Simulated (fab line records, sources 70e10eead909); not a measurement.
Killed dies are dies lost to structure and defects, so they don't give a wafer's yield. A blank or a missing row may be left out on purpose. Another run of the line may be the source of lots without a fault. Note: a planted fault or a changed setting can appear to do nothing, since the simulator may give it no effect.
fab line records	flow nand_harc	part 2 of 2: steps 5 to 6 of 6
record: lots: 24	wafers: 72	last_day: 24
route steps=1159 shown A_CONTACT@860
lots that met no fault: taken from a fault-free run of the same line
start_h: start of the lot's first displayed wafer, in hours after the record's first day	wait_h: how many hours have passed since the lot's step before this one	" identical to the entry in the row above	L1.1+2: one row covering several wafers at once	- no value, or no start was given	* or withheld: withheld	< > ~ a bound
route shown NAME@n: a module of which the file shows steps, and the number in the route of the first	usual: the fault-free wafers' mean and standard deviation	same: alike in all rows	chamber/n: place in a boat	sites: the reading at each site	_std_site: standard deviation of those values	_edge_site: mean of outer sites minus mean of inner sites	radius_mm: how far each site lies from the wafer's centre	mask NAME#n: copy n	behind: the most recent tool/chamber to have shaped the wafer	hold: what put the lot on hold/how long, in hours/how the hold closed	device: the n, p or np transistor that did not switch	end of line: at the end of the route, the tests of the same wafers	where a step has no rows: the recipe by itself	killed: the dies lost at the first sort to structure and to defects; this is not the yield of the wafer	map: dies across one wafer; x = killed, . = not, _ = none there
set.NAME: the run value of the setting; set.NAME@STEP: its run value at that earlier step	model.NAME: the simulator's own value behind a step, which no gauge read
the route's steps for a sample of lots (tables are steps, rows are wafers)
services: when a tool's chamber went out of use (start_h, in hours from the record's first day, below 0 if earlier), for how many hours, and the reason
== steps ==
step: NHARC_A_CONTACT_ETCH_91
recipe: target_depth_a: 400	over_etch_frac: 0.5	time_s: 85.7	ion_energy_ev: 120	ch3f_flow_sccm: 50	o2_flow_sccm: 30	ar_flow_sccm: 200	rf_w: 500	bias_w: 100	chemistry: CH3F/O2
usual: drypump_motor_current_A: 5.7/0.42	oes_product_au: 0.930/0.016	rf_vpp_V: 245.1/1.8	showerhead_plenum_p_Torr: 2.51/0.11	throttle_valve_pct: 20.664/0.0087
lot.wafer	tool	chamber	start_h	wait_h	drypump_motor_current_A	oes_product_au	rf_hours_counter_h	rf_vpp_V	showerhead_plenum_p_Torr	throttle_valve_pct
L075.4	rie_diel-11	1	381.06	0.5	5.6	0.923	1	246.5	2.60	20.661
L075.3	"	3	"	"	5.8	0.921	1	245.8	2.49	20.678
L075.5	"	1	"	"	5.6	0.923	-	245.4	2.60	20.671
L076.2	rie_diel-11	2	381.51	0.6	5.8	0.929	1	241.2	2.32	20.665
L076.5	"	3	"	"	5.8	0.923	-	244.3	2.49	20.663
L076.6	"	0	"	"	5.6	0.930	-	246.4	2.59	20.663
L074.2	rie_diel-11	1	386.03	0.5	5.6	0.921	3	246.4	2.60	20.658
L074.3	"	3	"	"	5.8	0.928	3	244.3	2.49	20.674
L074.6	"	1	"	"	5.6	0.927	-	246.5	2.60	20.666
L079.2	rie_diel-01	1	394.24	0.6	5.7	0.936	32	243.6	2.47	20.666
L079.3	"	2	"	"	6.7	0.936	31	242.7	2.44	20.650
L079.6	"	3	"	"	6.3	0.932	-	245.8	2.56	20.659
L078.3	rie_diel-12	3	396.13	0.4	5.3	0.927	3	247.2	2.63	20.665
L078.4	"	0	"	"	5.6	0.931	3	247.8	2.63	20.647
L078.5	"	2	"	"	4.8	0.928	-	247.7	2.66	20.669
L080.1	rie_diel-11	1	400.15	0.9	5.6	0.932	7	245.4	2.60	20.663
L080.5	"	2	"	"	5.7	0.926	-	243.5	2.32	20.659
L080.6	"	3	"	"	5.8	0.931	-	244.6	2.48	20.659
L077.3	rie_diel-01	3	407.32	0.5	6.3	0.926	38	246.9	2.55	20.651
L077.5	"	1	"	"	5.6	0.937	-	246.0	2.47	20.675
L077.6	"	2	"	"	6.6	0.920	-	246.0	2.44	20.669
L081.2	rie_diel-11	2	416.85	0.6	5.8	0.933	10	243.1	2.32	20.665
L081.1	"	3	"	"	5.8	0.927	10	244.0	2.48	20.650
L081.6	"	1	"	"	5.6	0.923	-	244.7	2.60	20.660
L082.2	rie_diel-01	3	429.10	0.5	6.3	0.932	44	245.7	2.55	20.676
L082.4	"	0	"	"	6.4	0.920	44	242.2	2.27	20.677
L082.6	"	3	"	"	6.3	0.928	-	244.4	2.55	20.657
L083.2	rie_diel-11	0	430.01	0.6	5.6	0.933	13	247.1	2.58	20.674
L083.4	"	1	"	"	5.6	0.924	12	247.0	2.60	20.665
L083.3	"	3	"	"	5.8	0.925	13	245.8	2.48	20.652
L084.1	rie_diel-01	0	439.15	0.5	6.3	0.923	46	242.1	2.27	20.663
L084.5	"	0	"	"	6.3	0.921	-	241.7	2.27	20.657
L084.6	"	1	"	"	5.7	0.930	-	245.1	2.47	20.673
L085.1	rie_diel-01	3	456.97	0.5	6.2	0.929	53	246.6	2.55	20.668
L085.5	"	1	"	"	5.7	0.933	-	243.5	2.47	20.656
L085.6	"	2	"	"	6.6	0.923	-	244.5	2.43	20.645
L086.3	rie_diel-12	2	457.82	0.5	4.8	0.923	22	247.2	2.65	20.665
L086.2	"	3	"	"	5.4	0.931	22	245.5	2.63	20.652
L086.5	"	1	"	"	5.2	0.944	-	246.4	2.55	20.645
L087.3	rie_diel-11	3	461.92	0.4	5.8	0.931	18	244.6	2.48	20.674
L087.2	"	1	"	"	5.6	0.929	17	247.6	2.60	20.661
L087.5	"	2	"	"	5.8	0.934	-	241.6	2.32	20.657
L091.1	rie_diel-11	2	473.13	0.7	5.8	1.004	20	241.4	2.32	20.659
L091.6	"	3	"	"	5.8	1.008	-	244.1	2.48	20.676
L091.5	"	0	"	"	5.6	0.999	-	244.8	2.58	20.646
L090.3	rie_diel-12	2	475.07	0.5	4.9	0.934	28	246.2	2.65	20.664
L090.1	"	0	"	"	5.5	0.922	33	247.2	2.62	20.668
L090.5	"	3	"	"	5.4	0.935	-	246.6	2.62	20.654
L089.2	rie_diel-12	3	477.43	0.5	5.4	0.926	29	246.9	2.62	20.673
L089.3	"	1	"	"	5.2	0.925	34	245.3	2.55	20.665
L089.5	"	2	"	"	4.9	0.918	-	246.9	2.65	20.676
L088.2	rie_diel-01	2	478.34	0.5	6.6	0.931	60	243.5	2.43	20.670
L088.4	"	2	"	"	6.6	0.915	-	243.7	2.43	20.671
L088.5	"	3	"	"	6.3	0.928	-	244.7	2.54	20.674
L093.3	rie_diel-11	3	483.22	0.4	5.8	0.924	23	244.3	2.48	20.651
L093.2	"	1	"	"	5.6	0.929	20	245.7	2.60	20.663
L093.6	"	0	"	"	5.6	0.930	-	246.1	2.58	20.674
L092.1	rie_diel-12	3	490.76	0.5	5.3	0.927	33	246.3	2.62	20.655
L092.4	"	3	"	"	5.4	0.926	-	246.6	2.62	20.657
L092.6	"	2	"	"	4.9	0.925	-	247.6	2.65	20.658
L094.1	rie_diel-11	0	492.49	0.5	5.6	0.929	23	246.2	2.58	20.666
L094.3	"	2	"	"	5.8	0.928	23	242.5	2.31	20.660
L094.5	"	0	"	"	5.6	0.928	-	246.1	2.58	20.669
L096.1	rie_diel-11	0	494.55	0.6	5.6	0.933	23	245.7	2.58	20.657
L096.2	"	1	"	"	5.6	0.920	22	245.8	2.60	20.671
L096.3	"	2	"	"	5.8	0.917	23	242.6	2.31	20.663
L095.3	rie_diel-11	1	498.46	1.0	5.6	0.917	23	246.5	2.60	20.670
L095.6	"	0	"	"	5.6	0.927	-	245.1	2.58	20.654
L095.5	"	1	"	"	5.5	0.924	-	245.2	2.60	20.674
L097.2	rie_diel-11	0	519.85	0.5	5.6	0.928	27	245.9	2.58	20.663
L097.3	"	1	"	"	5.6	0.934	28	247.0	2.59	20.676
L097.5	"	1	"	"	5.6	0.928	-	246.7	2.59	20.670
step: NHARC_A_CONTACT_STRIP_82
recipe: o2_flow_sccm: 500	ar_flow_sccm: 0	bias_w: 0	chemistry: O2
usual: drypump_motor_current_A: 5.7/0.34	oes_product_au: 1.003/0.0069	rf_vpp_V: 57.9/0.94	showerhead_plenum_p_Torr: 3.59/0.16	throttle_valve_pct: 17.037/0.0094
lot.wafer	tool	chamber	start_h	wait_h	drypump_motor_current_A	oes_product_au	rf_hours_counter_h	rf_vpp_V	showerhead_plenum_p_Torr	throttle_valve_pct
L075.3	rie_diel-11	0	-	-	5.6	1.009	2	57.8	3.70	17.053
L075.4	"	3	"	"	5.8	1.007	2	58.6	3.57	17.024
L075.5	"	0	"	"	5.6	1.004	-	59.1	3.71	17.032
L076.2	rie_diel-01	3	-	-	6.3	1.013	25	57.4	3.67	17.049
L076.6	"	0	"	"	6.4	0.999	-	58.0	3.27	17.027
L076.5	"	1	"	"	5.7	1.028	-	57.1	3.55	17.058
L074.3	rie_diel-01	3	-	-	6.3	1.005	29	56.9	3.67	17.018
L074.2	"	0	"	"	6.4	0.994	29	56.5	3.27	17.036
L074.6	"	2	"	"	6.6	1.001	-	58.2	3.50	17.042
L079.3	rie_diel-11	1	-	-	5.6	1.010	6	58.9	3.73	17.040
L079.2	"	3	"	"	5.8	1.002	6	58.2	3.56	17.037
L079.6	"	1	"	"	5.6	1.002	-	59.3	3.73	17.049
L078.3	rie_diel-12	3	-	-	5.4	1.001	3	58.6	3.77	17.027
L078.4	"	2	"	"	4.8	1.003	2	59.7	3.81	17.035
L078.5	"	0	"	"	5.5	1.004	-	57.0	3.77	17.035
L080.1	rie_diel-11	3	-	-	5.8	0.999	8	58.0	3.56	17.047
L080.5	"	2	"	"	5.8	1.016	-	58.0	3.34	17.026
L080.6	"	3	"	"	5.8	1.001	-	58.7	3.56	17.028
L077.3	rie_diel-11	3	-	-	5.8	1.005	9	57.3	3.56	17.030
L077.6	"	3	"	"	5.8	1.010	-	57.8	3.56	17.022
L077.5	"	0	"	"	5.6	0.998	-	58.2	3.70	17.051
L081.2	rie_diel-12	3	-	-	5.4	1.008	9	58.6	3.77	17.041
L081.1	"	0	"	"	5.6	1.009	11	57.7	3.76	17.030
L081.6	"	2	"	"	4.9	1.004	-	58.5	3.80	17.041
L082.2	rie_diel-01	1	-	-	5.7	1.014	42	57.7	3.54	17.047
L082.4	"	3	"	"	6.3	0.999	44	58.0	3.66	17.040
L082.6	"	0	"	"	6.4	0.994	-	56.6	3.27	17.047
L083.3	rie_diel-11	2	-	-	5.8	1.001	13	57.4	3.33	17.047
L083.2	"	3	"	"	5.8	0.994	13	56.7	3.56	17.034
L083.4	"	0	"	"	5.6	0.999	13	58.3	3.70	17.061
L084.1	rie_diel-11	1	-	-	5.6	1.002	13	58.1	3.72	17.030
L084.5	"	2	"	"	5.8	0.994	-	56.6	3.33	17.038
L084.6	"	3	"	"	5.8	0.997	-	57.5	3.56	17.047
L085.1	rie_diel-11	3	-	-	5.8	0.999	17	56.3	3.56	17.030
L085.6	"	3	"	"	5.8	0.995	-	59.6	3.56	17.042
L085.5	"	0	"	"	5.6	0.996	-	60.0	3.70	17.045
L086.3	rie_diel-12	3	-	-	5.4	1.000	22	58.8	3.76	17.043
L086.2	"	0	"	"	5.5	0.992	25	58.8	3.76	17.030
L086.5	"	3	"	"	5.4	1.001	-	60.3	3.76	17.039
L087.2	rie_diel-11	3	-	-	5.8	1.004	18	56.6	3.56	17.036
L087.3	"	0	"	"	5.6	1.005	18	58.6	3.69	17.039
L087.5	"	3	"	"	5.8	1.003	-	56.9	3.56	17.032
L091.1	rie_diel-11	2	-	-	5.7	1.009	21	57.4	3.33	17.040
L091.5	"	1	"	"	5.6	1.008	-	58.5	3.72	17.038
L091.6	"	2	"	"	5.8	1.012	-	56.5	3.33	17.059
L090.3	rie_diel-11	0	-	-	5.6	1.015	20	59.2	3.69	17.033
L090.1	"	1	"	"	5.6	1.005	20	59.2	3.72	17.018
L090.5	"	1	"	"	5.6	1.008	-	58.0	3.72	17.022
L089.3	rie_diel-11	3	-	-	5.8	0.997	22	57.2	3.56	17.041
L089.2	"	2	"	"	5.8	1.007	22	55.5	3.33	17.035
L089.5	"	3	"	"	5.8	1.002	-	57.7	3.56	17.022
L088.2	rie_diel-01	2	-	-	6.6	0.994	60	56.8	3.49	17.043
L088.5	"	1	"	"	5.7	1.002	-	57.1	3.53	17.034
L088.4	"	3	"	"	6.3	0.995	-	58.5	3.65	17.025
L093.2	rie_diel-11	2	-	-	5.8	0.994	22	59.2	3.33	17.016
L093.3	"	0	"	"	5.6	1.012	21	58.4	3.69	17.028
L093.6	"	3	"	"	5.8	0.994	-	57.5	3.55	17.035
L092.1	rie_diel-12	0	-	-	5.6	0.998	38	59.9	3.75	17.040
L092.4	"	3	"	"	5.4	1.004	-	57.7	3.75	17.044
L092.6	"	2	"	"	4.8	1.009	-	58.1	3.79	17.046
L094.3	rie_diel-11	1	-	-	5.6	1.002	22	57.9	3.72	17.032
L094.1	"	0	"	"	5.6	0.995	23	58.1	3.69	17.033
L094.5	"	1	"	"	5.6	1.001	-	56.7	3.72	17.032
L096.2	rie_diel-11	0	-	-	5.6	1.005	23	58.3	3.69	17.032
L096.1	"	1	"	"	5.6	1.012	22	58.3	3.72	17.040
L096.3	"	3	"	"	5.8	1.000	25	57.7	3.55	17.032
L095.3	rie_diel-11	2	-	-	5.8	0.991	25	57.3	3.33	17.043
L095.6	"	3	"	"	5.8	0.986	-	57.8	3.55	17.041
L095.5	"	0	"	"	5.6	1.005	-	58.4	3.69	17.032
L097.3	rie_diel-11	1	-	-	5.6	1.004	28	56.3	3.72	17.033
L097.2	"	3	"	"	5.8	0.991	31	56.4	3.55	17.040
L097.5	"	0	"	"	5.6	1.003	-	58.3	3.69	17.029
== services ==
tool	chamber	start_h	hours	kind
rie_diel-11	-	366.53	9.0	pm
rie_diel-11	0	366.53	9.0	vent_cycle
rie_diel-11	1	366.53	9.0	vent_cycle
rie_diel-11	2	366.53	9.0	vent_cycle
rie_diel-11	3	366.53	9.0	vent_cycle
rie_diel-01	-	370.63	0.4	repair
rie_diel-11	0	375.53	-	clean
rie_diel-11	1	375.53	-	clean
rie_diel-11	2	375.53	-	clean
rie_diel-11	3	375.53	-	clean
rie_diel-12	-	379.62	9.0	pm
rie_diel-11	0	400.10	-	clean
rie_diel-11	1	400.10	-	clean
rie_diel-11	2	400.10	-	clean
rie_diel-11	3	400.10	-	clean
rie_diel-01	-	437.94	0.2	repair
har_cap_etch-02	-	439.59	0.3	repair
har_cap_etch-01	-	440.34	0.3	repair
rie_diel-11	0	441.10	3.3	repair
rie_diel-11	1	454.41	2.5	repair
rie_diel-01	0	490.11	22.5	repair
rie_diel-01	-	491.99	9.0	pm
rie_diel-11	0	500.70	10.5	repair
rie_diel-12	0	517.68	12.1	repair
